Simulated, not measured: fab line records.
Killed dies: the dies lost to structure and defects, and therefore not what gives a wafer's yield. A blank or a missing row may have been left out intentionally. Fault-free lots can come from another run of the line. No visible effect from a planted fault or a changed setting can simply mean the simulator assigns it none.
fab line records	flow n5_finfet
record: lots: 6	wafers: 18	last_day: 20
route steps=1938 shown BEOL_M12@1606 PASSIVATION@1936
lots that met no fault: taken from a fault-free run of the same line
start_h: the number of hours between the record's first day and the start of the first shown wafer of the lot	wait_h: time in hours since the lot's previous step	" as in the row above	L1.1+2: several wafers, shown together as one row	- no value, or no start given	* or withheld: withheld	< > ~ a bound
route shown NAME@n: names a module that has steps shown in the file, with the first one's number in the route	usual: mean/standard deviation taken from wafers without a fault	same: alike in all rows	chamber/n: place in a boat	sites: per-site readings	_std_site: their standard deviation	_edge_site: the outer-site mean with the inner-site mean subtracted	radius_mm: how far each site lies from the wafer's centre	mask NAME#n: copy n	behind: the most recent tool/chamber to have shaped the wafer	hold: what put the lot on hold/how long, in hours/how the hold closed	device: whichever transistor did not switch (one of n, p or np)	end of line: at the end of the route, the tests of the same wafers	step lacking rows: just its recipe	killed: at the first sort, the dies lost to defects and structure; wafer yield is something else	map: a wafer's dies, marking killed ones x, the rest . and places with no die _
set.NAME: setting as actually run; set.NAME@STEP: the setting as run at that earlier step	model.NAME: the simulator's own value behind a step, which no gauge read
lots seen at some steps along the route; tables by step, rows by wafer
services: a tool's chamber out of use, with start hour (start_h, from the record's first day; less than 0 if before it), hours out, and reason
== steps ==
step: N5_BEOL_M12_EBR_06
recipe: solvent: PGMEA	ebr_width_mm: 1.5
step: N5_BEOL_M12_SOFTBAKE_05
recipe: temp_c: 130	time_s: 60
step: N5_BEOL_M12_EXPOSE_07
recipe: mask_id: V11	na: 0.93	source_shape: conventional	sigma_outer: 0.6	polarization: unpolarized	attpsm_phase_deg: 180	dose_mj: 32.5
step: N5_BEOL_M12_PEB_08
recipe: peb_temp_c: 130	peb_time_s: 90
step: N5_BEOL_M12_DEVELOP_09
recipe: develop_time_s: 45	rinse_liquid: diw	dry: air_spin	dev_temp_c: 21
step: N5_BEOL_M12_HARDBAKE_14
recipe: temp_c: 130	time_s: 120
step: N5_BEOL_M12_CD_MEAS_10
recipe: target_cd_nm: 140	landing_energy_ev: 500	detector: se_inlens	polarity: opening
usual: cd_nm: 140.8/2.1
lot.wafer	tool	chamber	start_h	wait_h	cd_nm
L942.2	cd_sem-02	0	335.26	-	142.9
L942.3	"	0	"	"	141.9
L942.5	"	0	"	"	143.8
L943.3	cd_sem-02	0	342.72	-	144.5
L943.5	"	0	"	"	143.5
L943.6	"	0	"	"	143.3
L951.1	cd_sem-03	0	388.87	-	139.0
L951.2	"	0	"	"	139.4
L951.5	"	0	"	"	143.1
L954.1	cd_sem-02	0	411.48	-	139.9
L954.5	"	0	"	"	143.1
L954.6	"	0	"	"	140.6
L955.2	cd_sem-01	0	422.94	-	139.9
L955.3	"	0	"	"	138.4
L955.5	"	0	"	"	136.3
L953.1	cd_sem-03	0	426.93	-	140.5
L953.3	"	0	"	"	145.3
L953.6	"	0	"	"	143.6
step: N5_BEOL_M12_OVL_MEAS_11
recipe: points_per_wafer: 44
usual: V11_OVL: -1/6.1
lot.wafer	tool	chamber	start_h	wait_h	V11_OVL[nm]
L942.2	overlay-02	0	335.29	0.0	5
L942.3	"	0	"	"	9
L942.5	"	0	"	"	9
L943.3	overlay-01	0	342.75	0.0	-8
L943.5	"	0	"	"	-11
L943.6	"	0	"	"	-8
L951.1	overlay-01	0	388.90	0.0	-4
L951.2	"	0	"	"	4
L951.5	"	0	"	"	-2
L954.1	overlay-02	0	411.51	0.0	0
L954.5	"	0	"	"	-2
L954.6	"	0	"	"	-6
L955.2	overlay-02	0	422.97	0.0	9
L955.3	"	0	"	"	1
L955.5	"	0	"	"	0
L953.1	overlay-01	0	426.96	0.0	-1
L953.3	"	0	"	"	-2
L953.6	"	0	"	"	0
step: N5_BEOL_M12_INSPECT_12
recipe: mode: adi	inspect_instrument: macro
usual: raw_defect_count: 2.2/1.2
lot.wafer	tool	chamber	start_h	wait_h	raw_defect_count
L942.2	defect_inspect-01	-	335.31	0.0	4
L942.3	"	-	"	"	1
L942.5	"	-	"	"	4
L943.3	defect_inspect-01	-	342.77	0.0	0
L943.5	"	-	"	"	3
L943.6	"	-	"	"	3
L951.1	defect_inspect-01	-	388.93	0.0	3
L951.2	"	-	"	"	3
L951.5	"	-	"	"	2
L954.1	defect_inspect-02	-	411.53	0.0	3
L954.5	"	-	"	"	3
L954.6	"	-	"	"	4
L955.2	defect_inspect-01	-	422.99	0.0	2
L955.3	"	-	"	"	2
L955.5	"	-	"	"	5
L953.1	defect_inspect-01	-	426.99	0.0	3
L953.3	"	-	"	"	2
L953.6	"	-	"	"	0
step: N5_BEOL_M12_DESCUM_15
recipe: chemistry: O2	time_s: 7.9	source_power_w: 50	bias_power_w: 20	pressure_mtorr: 20	rf_frequency_hz: 2.712e+07	temp_c: 40	o2_flow_sccm: 225
usual: drypump_motor_current_A: 5.6/0.38	oes_product_au: 0.80/0.095	rf_vpp_V: 243.1/1.5	showerhead_plenum_p_Torr: 2.09/0.08	throttle_valve_pct: 20.42/0.28
lot.wafer	tool	chamber	start_h	wait_h	drypump_motor_current_A	oes_product_au	rf_hours_counter_h	rf_vpp_V	showerhead_plenum_p_Torr	throttle_valve_pct
L942.2	rie_diel-01	0	335.35	0.0	6.3	0.90	33	242.8	2.15	20.35
L942.3	"	3	"	"	5.0	0.71	198	241.7	2.01	20.75
L942.5	"	3	"	"	5.0	0.72	-	242.6	2.01	20.76
L943.3	rie_diel-01	3	342.87	0.1	5.0	0.71	201	242.4	2.00	20.75
L943.5	"	1	"	"	5.8	0.73	-	245.0	2.17	20.22
L943.6	"	0	"	"	6.2	0.88	-	244.4	2.15	20.37
L951.1	rie_diel-04	3	388.96	0.0	5.5	0.70	224	243.0	2.01	20.72
L951.2	"	2	"	"	5.6	0.80	112	242.9	2.08	20.54
L951.5	"	3	"	"	5.5	0.70	-	242.9	2.01	20.71
L954.1	rie_diel-05	2	411.61	0.1	5.3	0.86	49	243.6	2.11	20.17
L954.5	"	2	"	"	5.3	0.86	-	244.9	2.11	20.16
L954.6	"	3	"	"	5.5	0.88	-	246.0	2.23	20.07
L955.2	rie_diel-01	3	423.03	0.0	5.0	0.70	225	241.4	2.00	20.78
L955.3	"	0	"	"	6.3	0.84	62	243.5	2.14	20.41
L955.5	"	0	"	"	6.2	0.85	-	243.2	2.14	20.42
L953.1	rie_diel-04	2	427.02	0.0	5.6	0.79	127	242.0	2.08	20.58
L953.3	"	0	"	"	5.9	0.74	197	243.3	2.11	20.28
L953.6	"	1	"	"	6.1	0.97	-	245.6	2.24	20.46
step: N5_BEOL_M12_ETCH_59
recipe: chemistry: N2/H2	target: BARC	target_depth_a: 890	overetch_a: 267	time_s: 67.9	ion_energy_ev: 200	pressure_mtorr: 30	source_w: 840	bias_w: 150	n2_flow_sccm: 200	h2_flow_sccm: 200
usual: drypump_motor_current_A: 5.6/0.38	oes_product_au: 0.68/0.073	rf_vpp_V: 523.7/2.8	showerhead_plenum_p_Torr: 2.53/0.1	throttle_valve_pct: 17.8/0.32
lot.wafer	tool	chamber	start_h	wait_h	drypump_motor_current_A	oes_product_au	rf_hours_counter_h	rf_vpp_V	showerhead_plenum_p_Torr	throttle_valve_pct
L942.2	rie_diel-01	0	335.38	0.0	6.2	0.76	33	523.5	2.57	17.5
L942.3	"	3	"	"	5.1	0.63	198	521.3	2.39	17.9
L942.5	"	3	"	"	5.1	0.63	-	518.3	2.39	17.9
L943.3	rie_diel-01	3	342.91	0.0	5.0	0.62	201	520.2	2.39	17.9
L943.5	"	1	"	"	5.8	0.63	-	525.8	2.67	17.9
L943.6	"	0	"	"	6.2	0.75	-	524.5	2.57	17.6
L951.1	rie_diel-04	3	389.01	0.0	5.5	0.61	224	520.3	2.40	17.9
L951.2	"	2	"	"	5.6	0.67	112	525.4	2.55	18.0
L951.5	"	3	"	"	5.5	0.61	-	519.5	2.40	17.9
L954.1	rie_diel-05	2	411.65	0.0	5.3	0.72	49	525.4	2.54	17.4
L954.5	"	2	"	"	5.3	0.72	-	524.5	2.54	17.4
L954.6	"	3	"	"	5.5	0.73	-	528.0	2.65	17.2
L955.2	rie_diel-01	3	423.06	0.0	5.1	0.61	225	519.5	2.38	17.9
L955.3	"	0	"	"	6.3	0.72	62	525.2	2.56	17.6
L955.5	"	0	"	"	6.2	0.71	-	524.8	2.56	17.6
L953.1	rie_diel-04	2	427.06	0.0	5.6	0.65	127	523.5	2.54	18.1
L953.3	"	0	"	"	5.8	0.62	197	523.0	2.54	17.8
L953.6	"	1	"	"	6.1	0.83	-	526.9	2.72	17.9
step: N5_BEOL_M12_VIA_ETCH_16
recipe: chemistry: C4F8/O2/Ar	target: SiOC	pressure_mtorr: 30	source_w: 3000	bias_w: 700	Ar_flow_sccm: 400	C4F8_flow_sccm: 15	O2_flow_sccm: 8	he_inner_torr: 15	he_outer_torr: 30	target_depth_a: 7248	time_s: withheld	ion_energy_ev: 250	ends: cleared
usual: drypump_motor_current_A: 5.6/0.38	he_inner_torr: 14.997/0.029	oes_product_au: 0.72/0.083	rf_vpp_V: 665/3.5	showerhead_plenum_p_Torr: 3.43/0.14	throttle_valve_pct: 24.24/0.28
lot.wafer	tool	chamber	start_h	wait_h	drypump_motor_current_A	he_inner_torr	oes_product_au	rf_vpp_V	showerhead_plenum_p_Torr	throttle_valve_pct
L942.2	rie_diel-01	0	335.43	0.0	6.3	15.032	0.81	668	3.50	24.12
L942.3	"	3	"	"	5.1	15.017	0.65	662	3.25	24.33
L942.5	"	3	"	"	5.0	14.967	0.65	662	3.25	24.35
L943.3	rie_diel-01	3	342.96	0.0	5.1	15.017	0.65	660	3.25	24.34
L943.5	"	1	"	"	5.8	14.970	0.67	668	3.57	24.18
L943.6	"	0	"	"	6.2	14.998	0.80	669	3.49	24.10
L951.1	rie_diel-04	3	389.09	0.1	5.5	14.987	0.65	661	3.24	24.22
L951.2	"	2	"	"	5.6	14.993	0.72	667	3.48	24.70
L951.5	"	3	"	"	5.5	14.966	0.65	662	3.24	24.22
L954.1	rie_diel-05	2	411.70	0.0	5.3	15.012	0.77	667	3.51	24.27
L954.5	"	2	"	"	5.2	15.001	0.77	667	3.51	24.28
L954.6	"	3	"	"	5.5	14.979	0.79	671	3.63	23.92
L955.2	rie_diel-01	3	423.12	0.0	5.0	15.002	0.64	661	3.24	24.36
L955.3	"	0	"	"	6.2	14.928	0.76	666	3.48	24.16
L955.5	"	0	"	"	6.3	15.033	0.77	667	3.48	24.15
L953.1	rie_diel-04	2	427.11	0.0	5.6	15.009	0.70	665	3.47	24.72
L953.3	"	0	"	"	5.8	14.942	0.65	665	3.38	23.80
L953.6	"	1	"	"	6.1	14.956	0.88	671	3.65	24.34
step: N5_BEOL_M12_STRIP_63
recipe: chemistry: N2/H2	power_w: 1000	temp_c: 250	h2_frac: 0.65	overash_fraction: 0.3	pressure_mtorr: 1000	n2_flow_sccm: 1750	h2_flow_sccm: 3250
usual: drypump_motor_current_A: 6.07/0.18	h2_flow_sccm: 3249/11	heater_power_w: 320/22	oes_product_au: 0.693/0.0051	strip_time_to_endpoint_s: 42.5/1.1
lot.wafer	tool	chamber	start_h	wait_h	drypump_motor_current_A	h2_flow_sccm	heater_power_w	oes_product_au	rf_hours_counter_h	strip_time_to_endpoint_s
L942.2	plasma_asher-01	1	335.63	-	6.28	3267	326	0.693	87	42.6
L942.3	"	0	"	"	6.08	3263	288	0.698	-	45.0
L942.5	"	1	"	"	6.24	3259	332	0.692	-	43.9
L943.3	plasma_asher-02	0	343.18	-	6.18	3256	313	0.696	-	44.1
L943.5	"	0	"	"	6.20	3248	305	0.700	-	43.5
L943.6	"	1	"	"	5.78	3254	352	0.687	-	42.5
L951.1	plasma_asher-02	1	389.39	-	5.75	3568	349	0.688	148	42.5
L951.2	"	0	"	"	6.19	3261	313	0.696	148	43.2
L951.5	"	0	"	"	6.19	3251	314	0.689	-	41.9
L954.1	plasma_asher-01	1	411.90	-	6.23	3237	326	0.696	101	42.9
L954.5	"	1	"	"	6.24	3232	326	0.690	-	42.0
L954.6	"	0	"	"	6.08	3251	297	0.690	-	42.0
L955.2	plasma_asher-01	1	423.31	-	6.22	3247	324	0.700	103	42.8
L955.3	"	0	"	"	6.08	3227	294	0.688	-	41.0
L955.5	"	0	"	"	6.08	3219	294	0.692	-	41.4
L953.1	plasma_asher-02	1	427.31	-	5.74	3589	349	0.690	157	42.7
L953.3	"	1	"	"	5.77	3579	363	0.688	-	43.1
L953.6	"	0	"	"	6.18	3242	310	0.688	-	42.3
step: N5_BEOL_M12_STRIP_64
recipe: chemistry: N2/H2	power_w: 1000	temp_c: 250	h2_frac: 0.65	overash_fraction: 0.3	pressure_mtorr: withheld	n2_flow_sccm: 1750	h2_flow_sccm: 3250
usual: drypump_motor_current_A: 6.07/0.18	h2_flow_sccm: 3251/9.8	heater_power_w: 321/23	oes_product_au: 0.715/0.0043	strip_time_to_endpoint_s: 31.35/0.07
lot.wafer	tool	chamber	start_h	wait_h	drypump_motor_current_A	h2_flow_sccm	heater_power_w	oes_product_au	rf_hours_counter_h	strip_time_to_endpoint_s
L942.2	plasma_asher-01	1	335.69	0.0	6.21	3258	326	0.716	87	31.30
L942.3	"	0	"	"	6.09	3249	295	0.713	-	31.33
L942.5	"	1	"	"	6.19	3263	328	0.714	-	31.29
L943.3	plasma_asher-02	0	343.24	0.0	6.18	3252	316	0.718	-	31.38
L943.5	"	0	"	"	6.17	3251	315	0.718	-	31.42
L943.6	"	1	"	"	5.78	3250	352	0.717	-	31.33
L951.1	plasma_asher-02	1	389.45	0.0	5.77	3230	361	0.709	148	31.22
L951.2	"	0	"	"	6.14	3260	315	0.722	148	31.26
L951.5	"	0	"	"	6.17	3261	309	0.713	-	31.18
L954.1	plasma_asher-01	1	411.96	0.0	6.24	3255	328	0.710	101	31.26
L954.5	"	1	"	"	6.27	3247	334	0.718	-	31.29
L954.6	"	0	"	"	6.08	3235	291	0.713	-	31.29
L955.2	plasma_asher-01	1	423.37	0.0	6.25	3241	329	0.717	103	31.24
L955.3	"	0	"	"	6.08	3255	296	0.723	-	31.29
L955.5	"	0	"	"	6.10	3263	297	0.710	-	31.26
L953.1	plasma_asher-02	1	427.37	0.0	5.76	3257	363	0.718	157	31.29
L953.3	"	1	"	"	5.75	3268	355	0.713	-	31.34
L953.6	"	0	"	"	6.17	3248	311	0.713	-	31.32
step: N5_PASSIVATION_PROBE_49
usual: defect_limited_yield: 91.2/1.5	killed_at_M0_to_M3: 36/10	killed_at_M4_up: 14/5.2	killed_at_contacts: 12/6	killed_at_front_end: 37/10	killed_at_other: 4/3.3	killed_dies: 104/18	killed_open: 68/14	killed_short: 34/7.4	sort_bin_4_leakage: 0.01/0.04	sort_bin_5_function: 5.2/1	sort_bin_6_memory: 3.3/0.7	sort_n_pass: 1076/18	sort_yield_pct: 91.2/1.5
same: gross_dies: 1180	killed_at_back_side: 0	sort_bin_8_speed[%]: 0
lot.wafer	tool	chamber	start_h	wait_h	defect_limited_yield[%]	killed_at_M0_to_M3	killed_at_M4_up	killed_at_contacts	killed_at_front_end	killed_at_other	killed_dies	killed_open	killed_short	sort_bin_4_leakage[%]	sort_bin_5_function[%]	sort_bin_6_memory[%]	sort_n_pass	sort_yield_pct[%]
L942.2	prober-01	-	375.65	0.1	91.3	30	14	10	41	8	103	65	37	0	4.4	4.0	1077	91.3
L942.3	prober-01	-	375.70	0.1	90.9	25	10	15	56	1	107	63	43	0	5.6	3.1	1073	90.9
L942.5	prober-01	-	375.80	0.2	93.2	33	8	10	23	6	80	45	32	0	4.2	2.1	1100	93.2
L943.3	prober-01	-	388.79	0.1	91.6	41	7	7	43	1	99	66	33	0	5.9	2.3	1081	91.6
L943.5	prober-01	-	388.89	0.2	90.7	34	13	7	54	2	110	68	40	0	7.0	2.1	1070	90.7
L943.6	prober-01	-	388.94	0.3	91.9	38	18	5	31	3	95	64	31	0	4.2	3.4	1085	91.9
L951.1	prober-01	-	439.05	0.0	91.5	41	16	4	36	3	100	61	39	0	4.6	3.2	1080	91.5
L951.2	prober-01	-	439.10	0.1	92.2	24	8	7	44	9	92	49	38	0	5.1	2.4	1088	92.2
L951.5	prober-01	-	439.25	0.2	91.9	31	14	5	32	13	95	56	28	0	4.9	2.6	1085	91.9
L955.2	prober-01	-	478.25	0.1	92.2	48	16	3	23	2	92	57	34	0	4.9	2.7	1088	92.2
L955.3	prober-01	-	478.30	0.1	91.7	42	9	6	29	12	98	60	37	0	4.9	3.1	1082	91.7
L955.5	prober-01	-	478.40	0.2	92.5	18	15	7	46	3	89	58	30	0	5.2	2.3	1091	92.5
L954.1	prober-01	-	481.79	0.0	95.1	13	10	4	29	2	58	41	17	0	2.9	1.9	1122	95.1
L954.5	prober-01	-	481.99	0.2	93.6	16	15	10	31	3	75	51	24	0	4.5	1.8	1105	93.6
L954.6	prober-01	-	482.04	0.3	93.0	27	15	6	32	3	83	55	28	0	3.7	2.9	1097	93.0
L953.1	prober-02	-	488.66	0.0	90.1	42	8	25	28	14	117	82	32	0.08	5.6	3.9	1062	90.0
L953.3	prober-02	-	488.76	0.1	92.6	35	7	27	16	2	87	65	21	0	4.9	2.2	1093	92.6
killed by level:class
L942.2 FIN_SAQP:geometric_particle:open=14 GATE_CUT:geometric_particle:short=9 BEOL_M0_SAQP:geometric_particle:open=9 BEOL_M4:geometric_particle:open=7 BEOL_M0_SAQP:geometric_particle:short=7 MOL_CONTACT_COAG:geometric_particle:open=6 BEOL_M3:geometric_particle:open=6 MIM_BOT:geometric_particle:open=6
L942.3 FIN_SAQP:geometric_particle:short=17 MOL_CONTACT_COAG:geometric_particle:open=12 GATE_CUT:geometric_particle:short=11 FIN_SAQP:geometric_particle:open=9 BEOL_M2:geometric_particle:open=7 BEOL_M0_SAQP:geometric_particle:open=5 ILD0:geometric_particle:open=4 GATE_CUT:geometric_particle:open=4
L942.5 BEOL_M0_SAQP:geometric_particle:short=9 FIN_SAQP:geometric_particle:short=8 MOL_CONTACT_COAG:geometric_particle:open=7 BEOL_M0_SAQP:geometric_particle:open=7 BEOL_M2:geometric_particle:open=7 BEOL_M5:geometric_particle:open=5 FIN_SAQP:geometric_particle:open=4 MOL_CONTACT_COAG:geometric_particle:short=3
L943.3 BEOL_M0_SAQP:geometric_particle:short=10 STI_FIN_REVEAL:geometric_particle:open=10 BEOL_M3:geometric_particle:open=9 FIN_SAQP:geometric_particle:open=8 BEOL_M0_SAQP:geometric_particle:open=8 STI_FIN_REVEAL:geometric_particle:short=7 MOL_CONTACT_COAG:geometric_particle:open=7 BEOL_M1:geometric_particle:open=7
L943.5 STI_FIN_REVEAL:geometric_particle:open=13 FIN_SAQP:geometric_particle:short=10 FIN_SAQP:geometric_particle:open=8 BEOL_M3:geometric_particle:open=8 BEOL_M0_SAQP:geometric_particle:short=7 DUMMY_GATE:geometric_particle:open=6 STARTING-WAFER:geometric_particle:short=6 MOL_CONTACT_COAG:geometric_particle:open=5
L943.6 FIN_SAQP:geometric_particle:open=13 BEOL_M0_SAQP:geometric_particle:short=12 BEOL_M2:geometric_particle:open=9 BEOL_M4:geometric_particle:open=8 BEOL_M0_SAQP:geometric_particle:open=6 STI_FIN_REVEAL:geometric_particle:open=5 BEOL_M3:geometric_particle:open=5 FIN_SAQP:geometric_particle:short=4
L951.1 DUMMY_GATE:geometric_particle:open=9 BEOL_M3:geometric_particle:open=9 STI_FIN_REVEAL:geometric_particle:open=8 BEOL_M0_SAQP:geometric_particle:short=8 BEOL_M0_SAQP:geometric_particle:open=6 FIN_SAQP:geometric_particle:short=5 BEOL_M1:geometric_particle:open=5 BEOL_M3:geometric_particle:short=5
L951.2 FIN_SAQP:geometric_particle:short=12 BEOL_M3:geometric_particle:open=9 DUMMY_GATE:geometric_particle:open=7 MOL_CONTACT_COAG:geometric_particle:open=6 STI_FIN_REVEAL:geometric_particle:open=5 BEOL_M0_SAQP:geometric_particle:short=5 STARTING-WAFER:geometric_particle:short=5 PASSIVATION:area_etch=5
L951.5 DUMMY_GATE:geometric_particle:open=12 BEOL_M0_SAQP:geometric_particle:open=10 PASSIVATION:area_etch=10 BEOL_M3:geometric_particle:open=7 BEOL_M0_SAQP:geometric_particle:short=6 BEOL_M4:geometric_particle:open=5 STI_FIN_REVEAL:geometric_particle:open=4 FIN_SAQP:geometric_particle:short=3
L955.2 BEOL_M2:geometric_particle:open=13 BEOL_M3:geometric_particle:open=8 BEOL_M2:geometric_particle:short=7 STI_FIN_REVEAL:geometric_particle:open=6 BEOL_M0_SAQP:geometric_particle:short=6 BEOL_M4:geometric_particle:open=6 STI_FIN_REVEAL:geometric_particle:short=5 BEOL_M0_SAQP:geometric_particle:open=5
L955.3 BEOL_M0_SAQP:geometric_particle:open=10 GATE_CUT:geometric_particle:short=7 BEOL_M1:geometric_particle:open=7 MOL_CONTACT_COAG:geometric_particle:open=6 BEOL_M0_SAQP:geometric_particle:short=6 FIN_SAQP:geometric_particle:short=5 BEOL_M2:geometric_particle:open=5 MIM_TOP_ETCH:geometric_particle:open=5
L955.5 STI_FIN_REVEAL:geometric_particle:open=12 GATE_CUT:geometric_particle:open=7 BEOL_M4:geometric_particle:open=7 MOL_CONTACT_COAG:geometric_particle:open=6 BEOL_M2:geometric_particle:open=6 STI_FIN_REVEAL:geometric_particle:short=5 STARTING-WAFER:geometric_particle:short=4 FIN_SAQP:geometric_particle:short=3
L954.1 DUMMY_GATE:geometric_particle:open=9 BEOL_M3:geometric_particle:open=6 FIN_SAQP:geometric_particle:open=5 FIN_SAQP:geometric_particle:short=5 BEOL_M4:geometric_particle:open=4 MOL_CONTACT_COAG:geometric_particle:open=3 STARTING-WAFER:geometric_particle:open=3 DUMMY_GATE:geometric_particle:short=2
L954.5 MOL_CONTACT_COAG:geometric_particle:open=8 STI_FIN_REVEAL:geometric_particle:open=5 BEOL_M3:geometric_particle:open=5 FIN_SAQP:geometric_particle:short=4 DUMMY_GATE:geometric_particle:open=4 BEOL_M0_SAQP:geometric_particle:open=4 BEOL_M7:geometric_particle:open=4 STARTING-WAFER:geometric_particle:short=4
L954.6 BEOL_M2:geometric_particle:open=8 MOL_CONTACT_COAG:geometric_particle:open=6 FIN_SAQP:geometric_particle:short=5 STI_FIN_REVEAL:geometric_particle:open=5 DUMMY_GATE:geometric_particle:open=5 BEOL_M0_SAQP:geometric_particle:short=5 STARTING-WAFER:geometric_particle:short=4 BEOL_M3:geometric_particle:open=4
L953.1 MOL_CONTACT_COAG:geometric_particle:open=25 FIN_SAQP:geometric_particle:open=11 BEOL_M0_SAQP:geometric_particle:short=11 BEOL_M2:geometric_particle:open=9 BEOL_M0_SAQP:geometric_particle:open=8 BEOL_M3:geometric_particle:open=6 STI_FIN_REVEAL:geometric_particle:open=4 MIM_TOP_ETCH:geometric_particle:open=4
L953.3 MOL_CONTACT_COAG:geometric_particle:open=22 BEOL_M2:geometric_particle:open=7 FIN_SAQP:geometric_particle:open=6 BEOL_M1:geometric_particle:open=6 BEOL_M0_SAQP:geometric_particle:open=6 STI_FIN_REVEAL:geometric_particle:open=5 MOL_CONTACT_COAG:geometric_particle:short=5 BEOL_M0_SAQP:geometric_particle:short=5
== services ==
tool	chamber	start_h	hours	kind
rie_diel-01	1	313.20	6.2	repair
rie_diel-01	2	319.40	-	clean
rie_diel-01	2	319.40	-	consumable_replace:focus_ring
rie_diel-01	2	319.40	19.2	scheduled_down
rie_diel-01	2	319.40	19.2	vent_cycle
rie_diel-05	0	350.11	-	clean
rie_diel-05	0	350.11	-	consumable_replace:focus_ring
rie_diel-05	0	350.11	-	consumable_replace:showerhead
rie_diel-05	0	350.11	16.8	scheduled_down
rie_diel-05	0	350.11	16.8	vent_cycle
rie_diel-01	-	351.84	15.6	pm
rie_diel-04	1	380.23	18.4	repair
rie_diel-04	0	386.71	4.0	repair
rie_diel-04	-	416.71	2.8	pm
== key ==
first_sign: step: N5_BEOL_M12_STRIP_63	reading: h2_flow_sccm	direction: up	sigmas: 31	usual: 3249	struck: 3579
effect none on later readings
met_at N5_BEOL_M12_STRIP_63
struck_wafers L951.1,L953.1,L953.3
baseline_loss: step: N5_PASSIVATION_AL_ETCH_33	wafers: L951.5
onset_between 343.18 389.39
fault: kind: process_parameter_drift	tool: plasma_asher-02	chamber: 1	onset_h: 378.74	steps: N5_BEOL_M12_STRIP_63	channel: h2_flow_sccm	offset: 325	shape: step	end_h: 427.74	acts_in: these_recipes_only	stated: 3250
baseline_loss: these wafers lose ten dies or more at that step, a loss of the line's own and not of a fault; the sort's usual values leave them out
